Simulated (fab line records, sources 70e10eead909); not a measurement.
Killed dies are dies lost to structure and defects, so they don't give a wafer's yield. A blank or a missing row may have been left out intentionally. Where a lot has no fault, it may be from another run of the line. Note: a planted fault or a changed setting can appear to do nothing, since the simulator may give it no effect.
Chamber matching :: flow nand-harc :: NHARC_P_GATE_HM_OPEN_105 on rie-diel-07: 3 sister chambers
The step chemistry O2/COS, target depth 360 nm. 14 wafers are shown with their chamber, then 6 later ones without.

## WAFERS PAIRED WITH THEIR CHAMBERS
wafer: L749.2
chamber: 0
showerhead-plenum-p-Torr (Torr): 3.21
drypump-motor-current-A (A): 5.1
rf-vpp-V (V): 468

wafer: L749.3
chamber: 1
showerhead-plenum-p-Torr (Torr): 3.32
drypump-motor-current-A (A): 5.5
rf-vpp-V (V): 471

wafer: L749.6
chamber: 1
showerhead-plenum-p-Torr (Torr): 3.32
drypump-motor-current-A (A): 5.5
rf-vpp-V (V): 471

wafer: L754.2
chamber: 2
showerhead-plenum-p-Torr (Torr): 3.21
drypump-motor-current-A (A): 5.4
rf-vpp-V (V): 469

wafer: L754.4
chamber: 0
showerhead-plenum-p-Torr (Torr): 3.21
drypump-motor-current-A (A): 5.1
rf-vpp-V (V): 469

wafer: L754.6
chamber: 0
showerhead-plenum-p-Torr (Torr): 3.21
drypump-motor-current-A (A): 5.0
rf-vpp-V (V): 468

wafer: L764.2
chamber: 2
showerhead-plenum-p-Torr (Torr): 3.21
drypump-motor-current-A (A): 5.5
rf-vpp-V (V): 468

wafer: L764.3
chamber: 1
showerhead-plenum-p-Torr (Torr): 3.31
drypump-motor-current-A (A): 5.5
rf-vpp-V (V): 472

wafer: L764.6
chamber: 0
showerhead-plenum-p-Torr (Torr): 3.20
drypump-motor-current-A (A): 5.1
rf-vpp-V (V): 469

wafer: L765.2
chamber: 1
showerhead-plenum-p-Torr (Torr): 3.31
drypump-motor-current-A (A): 5.5
rf-vpp-V (V): 471

wafer: L765.3
chamber: 0
showerhead-plenum-p-Torr (Torr): 3.20
drypump-motor-current-A (A): 5.1
rf-vpp-V (V): 469

wafer: L765.6
chamber: 1
showerhead-plenum-p-Torr (Torr): 3.31
drypump-motor-current-A (A): 5.5
rf-vpp-V (V): 472

wafer: L767.3
chamber: 2
showerhead-plenum-p-Torr (Torr): 3.20
drypump-motor-current-A (A): 5.5
rf-vpp-V (V): 470

wafer: L767.4
chamber: 0
showerhead-plenum-p-Torr (Torr): 3.20
drypump-motor-current-A (A): 5.0
rf-vpp-V (V): 467

SIGNATURES (means of the wafers above)
reading: showerhead-plenum-p-Torr
chamber 0: 3.2050
chamber 1: 3.3140
chamber 2: 3.2067
scatter within a chamber: 0.00553

reading: drypump-motor-current-A
chamber 0: 5.067
chamber 1: 5.500
chamber 2: 5.467
scatter within a chamber: 0.0426

reading: rf-vpp-V
chamber 0: 468.33
chamber 1: 471.40
chamber 2: 469.00
scatter within a chamber: 0.771
Rule: for a wafer and a chamber, the distance is found by dividing, reading by reading, the gap between the wafer's reading and the chamber's mean by the reading's scatter, squaring, summing and taking the root. If the next closest chamber is less than 2 further off than the closest, the wafer can't be placed; otherwise it belongs to the closest. The scatter is the square root of a quotient: the sum, over the shown wafers, of each reading's squared deviation from its chamber's mean, divided by wafers minus chambers.

## WAFERS MISSING THEIR CHAMBER
wafer: L767.5
showerhead-plenum-p-Torr (Torr): 3.31
drypump-motor-current-A (A): 5.5
rf-vpp-V (V): 471

wafer: L768.2
showerhead-plenum-p-Torr (Torr): 3.31
drypump-motor-current-A (A): 5.5
rf-vpp-V (V): 470

wafer: L768.4
showerhead-plenum-p-Torr (Torr): 3.20
drypump-motor-current-A (A): 5.1
rf-vpp-V (V): 470

wafer: L769.3
showerhead-plenum-p-Torr (Torr): 3.20
drypump-motor-current-A (A): 5.1
rf-vpp-V (V): 468

wafer: L769.5
showerhead-plenum-p-Torr (Torr): 3.20
drypump-motor-current-A (A): 5.4
rf-vpp-V (V): 470

wafer: L769.6
showerhead-plenum-p-Torr (Torr): 3.31
drypump-motor-current-A (A): 5.5
rf-vpp-V (V): 470

## WHICH CHAMBER EACH WENT THROUGH
wafer: L767.5
from the rows above: 1
in truth: 1

wafer: L768.2
from the rows above: 1
in truth: 1

wafer: L768.4
from the rows above: 0
in truth: 0

wafer: L769.3
from the rows above: 0
in truth: 0

wafer: L769.5
from the rows above: 2
in truth: 2

wafer: L769.6
from the rows above: 1
in truth: 1
Correctly placed: 6 of 6. Can't be placed from these rows: 0. 0 placed wrongly.
